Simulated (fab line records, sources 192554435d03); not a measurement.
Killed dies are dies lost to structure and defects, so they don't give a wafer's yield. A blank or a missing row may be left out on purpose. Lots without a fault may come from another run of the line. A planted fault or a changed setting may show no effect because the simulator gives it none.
A struck lot beside a sound one | flow n5_finfet | 38 steps out of a route of 1938
Sound: wafers L963.3, L963.5, L963.6. Struck: wafers L946.1, L946.5, L946.6. The cause comes at the end.
At each step with rows: each side's tool, then ch and its chambers, then its first start. Under that, the readings that differ: sound wafers | struck wafers | difference of the means | sigmas: that difference in standard deviations of wafers without a fault.
alike: readings whose means differ by less than 2 such deviations, and words and numbers that are the same on both sides. not compared: withheld readings, readings that some wafer has no value for, bounds like >300 that may hide the same value, and numbers for which the record gives no deviation and whose values overlap.
The two part at a step that has a row with sigmas, a row that says differs or no value, or rows on one side only. Numbers that don't overlap but have no deviation are shown without sigmas and don't part them. A reading that every wafer of one side lacks parts them only if that side has two wafers or more.

first, 9 steps without rows for these wafers: N5_BEOL_M4_ANNEAL_95 (time 240 s); N5_BEOL_M4_SPUTTER_96 (material Cu, target thk 4.5 nm, time 8.29 s); N5_BEOL_M4_ECD_50 (material Cu, target thk 300 nm); N5_BEOL_M4_ANNEAL_51 (time 90 s); N5_BEOL_M4_CMP_52 (polishes, stops on SiOC, t overpolish 6.8 s, target thk 40 nm); N5_BEOL_M4_PRE_CLEAN_60 (time 15 s); N5_BEOL_M4_CO_CAP_55 (material Co, precursor CCTBA/H2, target thk 2 nm, time 102.1 s); N5_BEOL_M4_PRE_CLEAN_56 (time 15 s); N5_BEOL_M4_DEP_57 (deposits SiCN from 3MS/NH3, target thk 8 nm, time 14 s).
N5_BEOL_M4_RC_MEAS_101:
  sound on prober-02 ch 0, day 13 23:31; struck on prober-01 ch 0, day 9 09:58
  alike: DIBL_N, DIBL_P, IOFF_N, IOFF_P, ION_N, ION_P, SS_N, SS_P, VT_N, VT_P
then, 24 steps without rows for these wafers: N5_BEOL_M5_ILD_DEP_00 (deposits SiCOH lowk from DEMS/porogen, target thk 140.64 nm, time 25.9 s); N5_BEOL_M5_CURE_79 (cures SiCOH lowk, time 240 s); N5_BEOL_M5_PECVD_70 (deposits SiO2 from TEOS/O2, target thk 16 nm, time 18 s); N5_BEOL_M5_HM_DEP_02 (deposits TiN, target thk 20 nm); N5_BEOL_M5_COAT_59 (time 60 s, resist thk 60 nm); N5_BEOL_M5_COAT_60 (time 60 s, resist thk 12 nm); N5_BEOL_M5_COAT_71 (time 60 s, resist thk 5 nm); N5_BEOL_M5_COAT_05 (resist thk 30 nm); N5_BEOL_M5_EBR_07; N5_BEOL_M5_SOFTBAKE_06 (time 60 s); N5_BEOL_M5_EXPOSE_08 (exposes mask M5, target cd 28 nm); N5_BEOL_M5_PEB_09 (peb time 60 s); N5_BEOL_M5_DEVELOP_10 (develop time 30 s); N5_BEOL_M5_DESCUM_16 (chemistry O2, time 7 s); N5_BEOL_M5_ETCH_72 (etches underlayer in N2/H2, target depth 6.5 nm, time 5.2 s); N5_BEOL_M5_ETCH_61 (etches SiARC in CF4, target depth 15.6 nm, time 26 s); N5_BEOL_M5_ETCH_62 (etches SOC in N2/H2, target depth 75 nm, overetch 15 nm, time 112.5 s); N5_BEOL_M5_STRIP_63 (strips in N2/H2); N5_BEOL_M5_STRIP_73 (strips in N2/H2); N5_BEOL_M5_STRIP_64 (strips in CF4); N5_BEOL_M5_HM_OPEN_17 (chemistry Cl2/BCl3, target TiN, target depth 20 nm, overetch 6 nm); N5_BEOL_M5_STRIP_19 (strips in O2); N5_BEOL_M5_COAT_65 (time 60 s, resist thk 60 nm); N5_BEOL_M5_COAT_66 (time 60 s, resist thk 12 nm).
N5_BEOL_M7_TRENCH_ETCH_37: etches SiCOH lowk in C4F6/O2, target depth 93.478 nm, time 31.2 s.
  sound on rie_diel-06 ch 0,1,2, day 15 02:07; struck on rie_diel-02 ch 0,1,2, day 10 11:17
  no value came back on the struck wafers for any of 9 readings (C4F6_flow_sccm (sccm), O2_flow_sccm (sccm) and others); on the sound wafers C4F6_flow_sccm (sccm) reads 10.030 10.017 10.001
  reading                                    | sound          | struck       | difference | sigmas
  model.TiN_of_BEOL_M7_HM_DEP_02.thk_nm (nm) | 17.2 17.6 17.6 | 19.6 20 20.2 | +2.5       |
  not compared: rf_hours_counter_h
N5_BEOL_M7_OCD_MEAS_38:
  sound on ocd-01, day 15 02:17; struck on ocd-02, day 10 11:26
  reading              | sound          | struck    | difference | sigmas
  trench_depth_nm (nm) | 97.0 94.2 89.7 | 0 0.5 0.3 | -93        | -58
N5_BEOL_M7_CMP_52: polishes, stops on SiCOH lowk, t overpolish 6.9 s, target thk 80 nm.
  sound on cmp-03 ch 1,2, day 15 04:43; struck on cmp-02 ch 1,2, day 10 14:31
  reading                                | sound      | struck  | difference | sigmas
  model.Cu_of_BEOL_M7_ECD_50.thk_nm (nm) | 84.4 81 77 | 0 1.2 0 | -80        |
  alike: motor_current_A
-- the record jumps here: 3 days lie between the struck wafers' starts before and after (it left off in module BEOL_M7 and takes up again in module PASSIVATION, whose first step shown is number 1936 of the route) --
N5_PASSIVATION_PROBE_49:
  the record has rows for the struck wafers here (prober-02, day 13 14:19) and none for the sound ones

WHERE THEY PART
First at N5_BEOL_M7_TRENCH_ETCH_37; last, within this record, at N5_PASSIVATION_PROBE_49.

WHY: what the simulator had put in
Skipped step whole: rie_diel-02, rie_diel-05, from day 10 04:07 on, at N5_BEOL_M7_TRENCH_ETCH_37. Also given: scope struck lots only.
